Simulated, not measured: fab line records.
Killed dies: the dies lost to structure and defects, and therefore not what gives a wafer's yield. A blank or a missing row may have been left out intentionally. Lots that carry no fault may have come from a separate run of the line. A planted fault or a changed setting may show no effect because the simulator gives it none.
fab line records | flow nandHarc
record: lots: 6 | wafers: 18 | lastDay: 32
route steps=1302 shown P_START@1 P_ZERO_WELL@2 END@1302
lots with no fault: from the same line, run without faults
startH: start of the lot's first displayed wafer, in hours after the record's first day | waitH: how many hours have passed since the lot's step before this one | " repeats the value in the row above | L1.1+2: a row that stands for several wafers | - no value, or no start given | * or withheld: withheld | < > ~ a bound
route shown NAME@n: NAME is a module with steps in the file, n the number in the route of the first one | usual: mean/standard deviation of fault-free wafers | same: alike in all rows | chamber/n: place in a boat | sites: the reading at each site | _std_site: the values' standard deviation | _edge_site: the outer-site mean with the inner-site mean subtracted | radiusMm: for every site, how far away it sits from the centre of the wafer | mask NAME#n: copy n | behind: tool/chamber where the wafer was last shaped | hold: why the lot went on hold/how many hours it stayed there/how the hold came to an end | device: whichever transistor did not switch (one of n, p or np) | end of line: the same wafers' tests at the end of the route | for a step that has no rows: nothing shown but its recipe | killed: the dies lost at the first sort to structure and to defects; this is not the yield of the wafer | map: a wafer's dies, marking killed ones x, the rest . and places with no die _
set.NAME: the setting the step ran with; set.NAME@STEP: the setting that earlier step ran with | model.NAME: the simulator's own value behind a step, which no gauge read
lots seen at some steps along the route; tables by step, rows by wafer
services: from which hour (startH, from the record's first day; less than 0 if before it) a tool's chamber was out of use, for how many hours, and why
== steps ==
step: NHARC_P_START_INSPECT_01
usual: rawDefectCount: 3.5/2
lot.wafer | tool             | chamber | startH | waitH | rawDefectCount
L793.1    | defectInspect-01 | -       | 20.04  | -     | 2
L793.3    | "                | -       | "      | "     | 4
L793.4    | "                | -       | "      | "     | 3
L798.2    | defectInspect-02 | -       | 70.04  | -     | 7
L798.4    | "                | -       | "      | "     | 4
L798.6    | "                | -       | "      | "     | 2
L799.1    | defectInspect-01 | -       | 80.04  | -     | 6
L799.2    | "                | -       | "      | "     | 2
L799.6    | "                | -       | "      | "     | 5
L809.2    | defectInspect-01 | -       | 180.04 | -     | 3
L809.3    | "                | -       | "      | "     | 3
L809.4    | "                | -       | "      | "     | 2
L811.3    | defectInspect-02 | -       | 200.04 | -     | 3
L811.4    | "                | -       | "      | "     | 7
L811.6    | "                | -       | "      | "     | 0
L815.2    | defectInspect-02 | -       | 240.04 | -     | 3
L815.3    | "                | -       | "      | "     | 5
L815.6    | "                | -       | "      | "     | 3
step: NHARC_P_ZERO_WELL_PRECLEAN_00
recipe: timeS: 600 | tempC: 120 | chemistry: SPM
step: NHARC_P_ZERO_WELL_SRD_01
step: NHARC_P_ZERO_WELL_PECVD_02
recipe: targetThkA: 100 | tempC: 400 | pressureTorr: 6.5 | rfW: withheld | teosFlowSccm: withheld | flowSccm: 2650 | targetThkNm: 10 | gas: O2 | material: SiO2
step: NHARC_P_ZERO_WELL_DEHYDRATE_03
recipe: tempC: 150 | timeS: 120
step: NHARC_P_ZERO_WELL_HMDS_04
recipe: timeS: 30
step: NHARC_P_ZERO_WELL_COAT_64
recipe: tempC: 200 | timeS: 65
step: NHARC_P_ZERO_WELL_COAT_05
recipe: spinRpm: 2000 | resistThkNm: 600
step: NHARC_P_ZERO_WELL_SOFTBAKE_06
recipe: tempC: 125 | timeS: 70
step: NHARC_P_ZERO_WELL_EBR_07
step: NHARC_P_ZERO_WELL_EXPOSE_08
recipe: na: 0.55 | targetCdNm: 500 | doseMj: 33.8 | maskId: P_ZERO
step: NHARC_P_ZERO_WELL_PEB_09
recipe: pebTempC: 128 | pebTimeS: 80
usual: exhaustPa: 45.1/0.89 | heaterPowerTotalW: 189.7/0.8 | plateTempC: 127.98/0.12
lot.wafer | tool          | chamber | startH | waitH | exhaustPa | heaterPowerTotalW | plateTempC
L793.1    | lithoTrack-07 | 0       | 21.22  | 0.1   | 43.3      | 188.9             | 127.96
L793.3    | "             | 0       | "      | "     | 44.9      | 188.7             | 128.01
L793.4    | "             | 0       | "      | "     | 45.6      | 189.1             | 127.95
L798.2    | lithoTrack-05 | 0       | 71.17  | 0.1   | 45.4      | 189.4             | 128.11
L798.4    | "             | 0       | "      | "     | 46.0      | 189.1             | 127.92
L798.6    | "             | 0       | "      | "     | 45.3      | 189.5             | 128.04
L799.1    | lithoTrack-03 | 0       | 81.14  | 0.1   | 45.3      | 191.0             | 127.91
L799.2    | "             | 0       | "      | "     | 45.2      | 189.9             | 128.03
L799.6    | "             | 0       | "      | "     | 46.1      | 188.5             | 127.98
L809.2    | lithoTrack-05 | 0       | 181.15 | 0.1   | 45.6      | 198.0             | 132.69
L809.3    | "             | 0       | "      | "     | 46.4      | 198.8             | 132.51
L809.4    | "             | 0       | "      | "     | 45.0      | 198.5             | 132.47
L811.3    | lithoTrack-05 | 0       | 201.15 | 0.1   | 43.4      | 197.6             | 132.59
L811.4    | "             | 0       | "      | "     | 45.7      | 199.9             | 132.72
L811.6    | "             | 0       | "      | "     | 45.6      | 198.5             | 132.69
L815.2    | lithoTrack-03 | 0       | 241.04 | 0.1   | 44.7      | 190.0             | 127.98
L815.3    | "             | 0       | "      | "     | 44.4      | 189.6             | 128.10
L815.6    | "             | 0       | "      | "     | 44.1      | 190.7             | 128.00
step: NHARC_P_ZERO_WELL_DEVELOP_10
recipe: timeS: 50 | devTempC: 22
step: NHARC_P_ZERO_WELL_CD_MEAS_11
recipe: targetCdNm: 500 | landingEnergyEv: 500
usual: cdNm: 499.6/2
lot.wafer | tool     | chamber | startH | waitH | cdNm
L793.1    | cdSem-02 | 0       | 21.30  | -     | 501.6
L793.3    | "        | 0       | "      | "     | 496.8
L793.4    | "        | 0       | "      | "     | 500.8
L798.2    | cdSem-01 | 0       | 71.25  | -     | 501.8
L798.4    | "        | 0       | "      | "     | 497.5
L798.6    | "        | 0       | "      | "     | 499.7
L799.1    | cdSem-02 | 0       | 81.23  | -     | 498.3
L799.2    | "        | 0       | "      | "     | 500.0
L799.6    | "        | 0       | "      | "     | 497.9
L809.2    | cdSem-01 | 0       | 181.24 | -     | 527.2
L809.3    | "        | 0       | "      | "     | 526.4
L809.4    | "        | 0       | "      | "     | 523.9
L811.3    | cdSem-01 | 0       | 201.24 | -     | 522.5
L811.4    | "        | 0       | "      | "     | 519.5
L811.6    | "        | 0       | "      | "     | 523.2
L815.2    | cdSem-03 | 0       | 241.12 | -     | 499.6
L815.3    | "        | 0       | "      | "     | 502.8
L815.6    | "        | 0       | "      | "     | 501.1
step: NHARC_P_ZERO_WELL_HARDBAKE_12
recipe: tempC: 118 | timeS: 65
step: NHARC_END_SORT_01
recipe: tempC: 25
usual: killedAtArray: 57/18 | killedAtOther: 0.9/1.3 | killedAtPeriphery: 3.5/2.2 | killedDies: 62/18 | killedOpen: 3.0/1.7 | killedShort: 2.3/1.5
same: grossDies: 677
lot.wafer | tool      | chamber | startH | waitH | killedAtArray | killedAtOther | killedAtPeriphery | killedDies | killedOpen | killedShort
L798.2    | prober-01 | 0       | 623.03 | 2.8   | 44            | 1             | 2                 | 47         | 2          | 3
L798.4    | prober-01 | 0       | 624.64 | 3.4   | 59            | 1             | 2                 | 62         | 4          | 3
L798.6    | prober-01 | 0       | 626.25 | 4.0   | 57            | 2             | 1                 | 60         | 1          | 3
L809.3    | prober-01 | 0       | 715.76 | 3.1   | 66            | 0             | 4                 | 70         | 1          | 1
killed by level:class
L798.2 A_CHANNEL_HOLE_D1:chamberFilmFlake=31 A_CHANNEL_HOLE_D2:chamberFilmFlake=7 P_M0:geometricParticle:short=1 A_CHANNEL_FILL_D1:geometricParticle:short=1 A_SGD_CUT:geometricParticle:open=1 A_WL_FILL:geometricParticle:open=1 A_WL_FILL:geometricParticle:short=1 P_GATE:chamberFilmFlake=1
L798.4 A_CHANNEL_HOLE_D1:chamberFilmFlake=36 A_CHANNEL_HOLE_D2:chamberFilmFlake=10 A_CONTACT:chamberFilmFlake=3 A_STAIRCASE:chamberFilmFlake=2 P_GATE:geometricParticle:short=1 A_ONON_D1:geometricParticle:short=1 A_DECK1_JOINT:geometricParticle:open=1 A_CHANNEL_FILL_D2:geometricParticle:short=1
L798.6 A_CHANNEL_HOLE_D1:chamberFilmFlake=39 A_CHANNEL_HOLE_D2:chamberFilmFlake=7 A_STAIRCASE:chamberFilmFlake=2 A_WL_FILL:chamberFilmFlake=2 A_CONTACT:chamberFilmFlake=2 THIN_TSV:chamberFilmFlake=2 A_CHANNEL_FILL_D1:geometricParticle:short=1 A_CHANNEL_FILL_D2:geometricParticle:short=1
L809.3 A_SLIT:chamberFilmFlake=32 A_CHANNEL_HOLE_D2:chamberFilmFlake=18 A_CHANNEL_HOLE_D1:chamberFilmFlake=8 A_CONTACT:chamberFilmFlake=4 P_STI:chamberFilmFlake=2 A_ONON_D1:geometricParticle:short=1 A_DECK1_JOINT:geometricParticle:open=1 P_GATE:chamberFilmFlake=1
== services ==
tool          | chamber | startH | hours | kind
lithoTrack-07 | -       | 76.00  | 7.0   | pm
lithoTrack-03 | -       | 100.01 | 7.0   | pm
lithoTrack-05 | -       | 124.00 | 7.0   | pm
== key ==
firstSign: step: NHARC_P_ZERO_WELL_PEB_09 | reading: plateTempC | direction: up | sigmas: 38 | usual: * | struck: *
effect: step: NHARC_P_ZERO_WELL_PEB_09 | reading: heaterPowerTotalW | direction: up | sigmas: 11 | usual: * | struck: *
effect: step: NHARC_P_ZERO_WELL_CD_MEAS_11 | reading: cdNm | direction: up | sigmas: 12 | usual: 499.6 | struck: 523.8 | through: controlLoop
metAt NHARC_P_ZERO_WELL_PEB_09
struckWafers L809.2,L809.3,L809.4,L811.3,L811.4,L811.6
testerLeftOut L809,L811
loopTrim: step: NHARC_P_ZERO_WELL_EXPOSE_08 | setting: dose | lots: L811
onsetBetween 71.17 181.15
fault: kind: processParameterDrift | tool: lithoTrack-05 | chamber: - | onsetH: 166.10 | steps: NHARC_P_ZERO_WELL_PEB_09 | channel: pebTempC | offset: * | shape: step | endH: 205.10 | actsIn: * | stated: *
testerLeftOut: of these lots the tester's yield and bins aren't shown, on N5 and GAA mostly nor the transistor test; their killed dies are dies lost to structure and defects alone, not to doping, threshold or leakage, so they don't give the yield
loopTrim: a control loop set the setting to another value than it would have without faults
